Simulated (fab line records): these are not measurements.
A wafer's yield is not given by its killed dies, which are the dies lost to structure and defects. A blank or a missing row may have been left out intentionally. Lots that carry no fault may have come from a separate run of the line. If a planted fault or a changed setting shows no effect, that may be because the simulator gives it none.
Matching of chambers / flow nandHarc / NHARC_P_M1_DEP_33 on pecvd-02: 3 sister chambers
The step deposits SiCN, target thk 30 nm. 6 wafers are shown with their chamber, then 7 later ones without.

EACH WAFER AND ITS CHAMBER
wafer=L191.3; chamber=2; heaterPowerW (W)=484; rfFwdPowerW (W)=450.3
wafer=L196.4; chamber=0; heaterPowerW (W)=549; rfFwdPowerW (W)=448.8
wafer=L201.4; chamber=2; heaterPowerW (W)=582; rfFwdPowerW (W)=449.0
wafer=L201.6; chamber=0; heaterPowerW (W)=572; rfFwdPowerW (W)=447.8
wafer=L206.3; chamber=1; heaterPowerW (W)=544; rfFwdPowerW (W)=448.0
wafer=L206.5; chamber=1; heaterPowerW (W)=536; rfFwdPowerW (W)=449.7

WAFERS WITH NO CHAMBER GIVEN
wafer=L206.6; heaterPowerW (W)=593; rfFwdPowerW (W)=447.0
wafer=L209.1; heaterPowerW (W)=558; rfFwdPowerW (W)=450.2
wafer=L209.2; heaterPowerW (W)=587; rfFwdPowerW (W)=448.3
wafer=L209.4; heaterPowerW (W)=576; rfFwdPowerW (W)=449.2
wafer=L210.1; heaterPowerW (W)=542; rfFwdPowerW (W)=448.9
wafer=L210.2; heaterPowerW (W)=576; rfFwdPowerW (W)=449.0
wafer=L210.4; heaterPowerW (W)=536; rfFwdPowerW (W)=448.6

THE CHAMBER EACH PASSED THROUGH
wafer=L206.6; from the rows above=can't be placed: 0 or 1 or 2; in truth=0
wafer=L209.1; from the rows above=can't be placed: 2 or 1 or 0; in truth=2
wafer=L209.2; from the rows above=can't be placed: 0 or 1 or 2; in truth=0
wafer=L209.4; from the rows above=can't be placed: 1 or 0 or 2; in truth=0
wafer=L210.1; from the rows above=can't be placed: 1 or 0 or 2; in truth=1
wafer=L210.2; from the rows above=can't be placed: 0 or 1 or 2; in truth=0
wafer=L210.4; from the rows above=can't be placed: 1 or 0 or 2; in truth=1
0 of 7 placed correctly. Unplaceable from these rows: 7, with the true chamber sitting among the candidates in 7. Number placed wrongly: 0.
How it was worked out, from the rows above alone: a wafer's distance from a chamber is the root of the sum, over the readings, of the square of ((its reading less the chamber's mean) divided by the reading's scatter). If the next closest chamber is less than 2 further off than the closest, the wafer can't be placed; otherwise it belongs to the closest. The mean given for a chamber averages the wafers shown for that chamber. The scatter is the square root of a quotient: the sum, over the shown wafers, of each reading's squared deviation from its chamber's mean, divided by wafers minus chambers.
